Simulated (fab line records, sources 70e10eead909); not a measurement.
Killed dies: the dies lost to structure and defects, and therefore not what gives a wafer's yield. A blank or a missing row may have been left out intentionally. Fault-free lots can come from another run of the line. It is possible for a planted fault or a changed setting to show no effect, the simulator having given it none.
fab line records	flow nandHarc	part 2 of 2: steps 5 to 6 of 6
[record] lots = 20	wafers = 60	lastDay = 25
route steps=1159 shown A_STAIRCASE@549
lots with no fault: from the same line, run without faults
startH: start of the lot's first displayed wafer, in hours after the record's first day	waitH: hours since the lot's step before	" repeats the value in the row above	L1.1+2: a row that stands for several wafers	- either no value or no given start	* or withheld: withheld	< > ~ a bound
route shown NAME@n: NAME is a module with steps in the file, n the number in the route of the first one	usual: the fault-free wafers' mean and standard deviation	same: alike in all rows	chamber/n: place in a boat	sites: the reading at each site	_std_site: how widely they spread, as a standard deviation	_edge_site: mean of outer sites minus mean of inner sites	radiusMm: for every site, how far away it sits from the centre of the wafer	mask NAME#n: copy n	behind: tool/chamber where the wafer was last shaped	hold: cause of the lot's hold/its duration in hours/its outcome	device: which transistor (n, p or np) failed to switch	end of line: tests run on the same wafers once the route is complete	step lacking rows: just its recipe	killed: at the first sort, the dies lost to defects and structure; wafer yield is something else	map: shows each die of a wafer: x if killed, . if not, _ if none is there
set.NAME: the setting as run; set.NAME@STEP: as run at that earlier step	model.NAME: the simulator's own value behind a step, which no gauge read
a sample of lots followed through the steps of the route, with each step as a table and each wafer as a row
services: from which hour (startH, from the record's first day; less than 0 if before it) a tool's chamber was out of use, for how many hours, and why
[[steps]]
[step NHARC_A_STAIRCASE_ETCH_25]
[recipe] targetDepthA = 1000	timeS = 40.5	ionEnergyEv = 400	c4f8FlowSccm = 20	o2FlowSccm = 10	arFlowSccm = withheld	rfW = 600	biasW = 1000	chemistry = C4F8/O2
[usual] chamberPressureMTorr = 24.998/0.022	oesProductAu = 0.939/0.014	rfVppV = 894/5.3
[same] timeS = 40.5
lot.wafer	tool	chamber	startH	waitH	chamberPressureMTorr	oesProductAu	rfHoursCounterH	rfVppV
L075.2	rieDiel-03	0	-	-	24.990	0.943	8	892
L075.4	"	1	"	"	25.037	0.942	8	891
L075.5	"	0	"	"	24.963	0.943	-	891
L076.3	rieDiel-04	3	-	-	24.990	0.944	46	889
L076.1	"	1	"	"	25.053	0.952	48	895
L076.6	"	3	"	"	24.998	0.942	-	888
L077.4	rieDiel-04	2	-	-	24.964	0.951	47	898
L077.2	"	3	"	"	24.989	0.957	47	889
L077.6	"	1	"	"	24.972	0.941	-	897
L078.1	rieDiel-13	3	-	-	24.978	0.932	47	887
L078.4	"	0	"	"	25.025	0.924	53	896
L078.2	"	1	"	"	25.040	0.937	57	891
L081.4	rieDiel-04	1	-	-	25.009	0.946	55	897
L081.2	"	3	"	"	24.973	0.947	53	888
L081.5	"	1	"	"	25.030	0.945	-	895
L082.1	rieDiel-03	1	-	-	25.021	0.938	24	891
L082.3	"	2	"	"	24.962	0.943	22	887
L082.4	"	0	"	"	24.965	0.942	25	893
L084.2	rieDiel-03	0	-	-	25.012	0.940	26	891
L084.1	"	2	"	"	24.995	0.934	23	888
L084.6	"	0	"	"	25.005	0.936	-	894
L083.2	rieDiel-13	0	-	-	24.957	0.940	3	896
L083.4	"	1	"	"	24.937	0.942	4	891
L083.3	"	2	"	"	25.026	0.928	5	903
L085.1	rieDiel-03	2	-	-	24.985	0.947	28	886
L085.5	"	1	"	"	25.019	0.945	-	893
L085.6	"	2	"	"	24.996	0.952	-	887
L086.2	rieDiel-03	1	-	-	24.953	0.942	36	892
L086.4	"	2	"	"	24.967	0.935	32	887
L086.1	"	3	"	"	24.965	0.930	34	901
L087.2	rieDiel-13	3	-	-	25.006	0.961	17	886
L087.4	"	0	"	"	24.990	0.921	17	895
L087.3	"	1	"	"	24.995	0.941	17	890
L088.4	rieDiel-03	1	-	-	25.013	0.931	36	894
L088.1	"	3	"	"	24.993	0.928	34	901
L088.3	"	0	"	"	24.987	0.947	38	892
L089.2	rieDiel-13	0	-	-	24.999	0.921	19	896
L089.4	"	3	"	"	24.994	0.964	-	886
L089.6	"	0	"	"	25.000	0.922	-	896
L091.3	rieDiel-03	1	-	-	24.982	0.933	39	891
L091.1	"	0	"	"	25.031	0.929	41	891
L091.5	"	2	"	"	24.970	0.933	-	888
L090.2	rieDiel-03	0	-	-	24.986	0.939	41	892
L090.1	"	2	"	"	25.001	0.931	35	886
L090.4	"	3	"	"	24.981	0.929	37	900
L092.2	rieDiel-13	0	-	-	24.984	0.933	20	895
L092.5	"	0	"	"	25.015	0.917	-	896
L092.4	"	2	"	"	24.998	0.922	-	905
L094.3	rieDiel-03	2	-	-	25.017	0.930	44	887
L094.1	"	0	"	"	24.989	0.937	50	889
L094.5	"	2	"	"	25.005	0.936	-	888
L093.3	rieDiel-04	2	-	-	24.998	0.940	25	898
L093.2	"	1	"	"	24.980	0.938	27	896
L093.5	"	3	"	"	24.992	0.941	-	887
L095.1	rieDiel-03	3	-	-	24.980	0.924	46	899
L095.4	"	1	"	"	25.024	0.933	51	891
L095.6	"	2	"	"	25.009	0.934	-	888
L096.1	rieDiel-13	3	-	-	25.022	0.959	32	889
L096.6	"	3	"	"	25.023	0.963	-	887
L096.5	"	0	"	"	24.993	0.907	-	894
[step NHARC_A_STAIRCASE_TRIM_193]
[recipe] timeS = 211.2	o2FlowSccm = 500	arFlowSccm = 0	biasW = 0	chemistry = O2
[usual] chamberPressureMTorr = 59.99/0.06	drypumpMotorCurrentA = 5.8/0.58	oesProductAu = 0.998/0.011	rfVppV = 57.6/0.92	showerheadPlenumPTorr = 3.49/0.13	throttleValvePct = 17.037/0.0088
[same] timeS = 211.2
lot.wafer	tool	chamber	startH	waitH	chamberPressureMTorr	drypumpMotorCurrentA	oesProductAu	rfHoursCounterH	rfVppV	showerheadPlenumPTorr	throttleValvePct
L075.4	rieDiel-03	3	-	-	59.95	6.2	0.997	10	58.2	3.67	17.026
L075.2	"	1	"	"	60.01	6.4	0.992	10	58.5	3.43	17.045
L075.5	"	0	"	"	60.04	6.1	1.011	-	56.2	3.42	17.026
L076.1	rieDiel-04	0	-	-	60.00	6.7	0.998	48	58.1	3.59	17.039
L076.3	"	1	"	"	60.02	4.7	1.002	49	57.6	3.53	17.035
L076.6	"	0	"	"	59.94	6.7	1.003	-	58.1	3.59	17.042
L077.4	rieDiel-03	0	-	-	60.01	6.1	1.011	10	57.3	3.42	17.034
L077.2	"	1	"	"	59.98	6.4	0.997	11	57.0	3.43	17.037
L077.6	"	3	"	"	59.90	6.2	0.996	-	58.1	3.67	17.038
L078.2	rieDiel-04	1	-	-	60.09	4.7	0.999	52	58.3	3.53	17.039
L078.1	"	2	"	"	59.91	5.6	1.012	51	57.0	3.59	17.035
L078.4	"	3	"	"	60.06	5.6	1.000	50	57.8	3.34	17.050
L081.2	rieDiel-04	1	-	-	59.90	4.7	1.007	56	57.8	3.53	17.023
L081.4	"	2	"	"	59.98	5.6	1.010	55	58.3	3.59	17.037
L081.5	"	3	"	"	59.99	5.6	1.004	-	56.8	3.33	17.041
L082.3	rieDiel-03	3	-	-	60.11	6.2	0.986	27	57.4	3.66	17.057
L082.1	"	1	"	"	60.00	6.4	0.988	28	57.2	3.42	17.055
L082.4	"	2	"	"	59.97	5.9	0.996	25	56.7	3.30	17.039
L084.2	rieDiel-13	1	-	-	60.02	5.8	0.990	7	57.8	3.37	17.046
L084.1	"	3	"	"	59.98	6.1	1.019	7	57.4	3.29	17.034
L084.6	"	2	"	"	59.94	5.2	0.974	-	59.5	3.77	17.028
L083.4	rieDiel-03	1	-	-	59.99	6.4	0.999	28	57.7	3.42	17.046
L083.3	"	2	"	"	60.09	5.9	1.011	25	56.3	3.30	17.038
L083.2	"	3	"	"	59.98	6.2	1.003	27	57.4	3.66	17.038
L085.1	rieDiel-13	1	-	-	59.96	5.8	1.009	10	58.2	3.37	17.053
L085.5	"	1	"	"	60.02	5.8	1.006	-	57.9	3.37	17.019
L085.6	"	2	"	"	60.02	5.2	0.987	-	57.0	3.77	17.040
L086.2	rieDiel-03	3	-	-	60.01	6.2	1.000	35	58.5	3.65	17.052
L086.4	"	0	"	"	60.07	6.1	0.999	39	58.2	3.40	17.047
L086.1	"	1	"	"	59.99	6.4	0.989	38	56.2	3.42	17.021
L087.3	rieDiel-04	3	-	-	60.03	5.6	0.994	11	57.1	3.32	17.031
L087.4	"	0	"	"	60.01	6.7	0.989	11	56.9	3.58	17.037
L087.2	"	1	"	"	59.98	4.7	1.005	14	57.1	3.52	17.031
L088.3	rieDiel-04	1	-	-	60.00	4.7	0.999	14	59.5	3.52	17.041
L088.4	"	2	"	"	60.02	5.6	0.987	12	56.8	3.58	17.038
L088.1	"	0	"	"	60.07	6.7	0.984	11	58.5	3.58	17.033
L089.2	rieDiel-03	3	-	-	60.04	6.2	0.989	38	59.1	3.65	17.055
L089.4	"	0	"	"	59.97	6.1	1.000	42	58.1	3.40	17.030
L089.6	"	3	"	"	60.01	6.2	0.994	-	57.2	3.65	17.020
L091.1	rieDiel-04	0	-	-	59.93	6.7	0.987	14	56.8	3.58	17.030
L091.3	"	1	"	"	60.01	4.7	0.991	16	58.7	3.52	17.043
L091.5	"	1	"	"	59.96	4.7	1.002	-	56.9	3.52	17.041
L090.2	rieDiel-13	3	-	-	60.10	6.1	1.029	22	58.2	3.29	17.031
L090.1	"	0	"	"	60.01	6.0	0.980	21	56.9	3.50	17.039
L090.4	"	0	"	"	60.06	5.9	0.991	-	57.2	3.50	17.026
L092.4	rieDiel-04	2	-	-	59.88	5.6	0.999	16	57.2	3.57	17.029
L092.2	"	3	"	"	60.00	5.6	0.990	16	57.8	3.32	17.028
L092.5	"	0	"	"	59.93	6.7	0.997	-	57.5	3.58	17.050
L094.3	rieDiel-13	0	-	-	59.91	6.0	0.979	29	58.4	3.50	17.046
L094.1	"	3	"	"	59.96	6.1	1.025	31	56.8	3.28	17.036
L094.5	"	0	"	"	60.06	5.9	0.979	-	57.5	3.50	17.029
L093.2	rieDiel-03	1	-	-	60.05	6.4	1.008	51	58.4	3.41	17.046
L093.3	"	2	"	"	60.07	5.9	0.998	45	56.9	3.29	17.028
L093.5	"	0	"	"	60.08	6.1	0.998	-	57.2	3.40	17.044
L096.1	rieDiel-04	0	-	-	59.97	6.7	0.995	26	56.7	3.57	17.037
L096.5	"	3	"	"	60.08	5.6	1.011	-	57.0	3.31	17.033
L096.6	"	0	"	"	59.99	6.7	0.990	-	57.7	3.57	17.053
L095.4	rieDiel-04	2	-	-	59.91	5.6	0.988	28	59.0	3.57	17.034
L095.1	"	1	"	"	60.05	4.7	0.992	30	57.3	3.51	17.040
L095.6	"	3	"	"	60.03	5.6	1.005	-	57.0	3.31	17.026
[[services]]
tool	chamber	startH	hours	kind
rieDiel-03	0	224.36	-	clean
rieDiel-03	1	224.36	-	clean
rieDiel-03	2	224.36	-	clean
rieDiel-03	3	224.36	-	clean
rieDiel-03	0	248.86	-	clean
rieDiel-03	1	248.86	-	clean
rieDiel-03	2	248.86	-	clean
rieDiel-03	3	248.86	-	clean
rieDiel-03	0	273.81	-	clean
rieDiel-03	1	273.81	-	clean
rieDiel-03	2	273.81	-	clean
rieDiel-03	3	273.81	-	clean
rieDiel-13	-	276.36	9.0	pm
rieDiel-04	0	281.10	27.7	repair
rieDiel-04	3	289.98	12.9	repair
rieDiel-04	-	290.56	9.0	pm
rieDiel-03	0	298.31	-	clean
rieDiel-03	1	298.31	-	clean
rieDiel-03	2	298.31	-	clean
rieDiel-03	3	298.31	-	clean
rieDiel-03	0	322.81	-	clean
rieDiel-03	1	322.81	-	clean
rieDiel-03	2	322.81	-	clean
rieDiel-03	1	373.11	22.4	repair
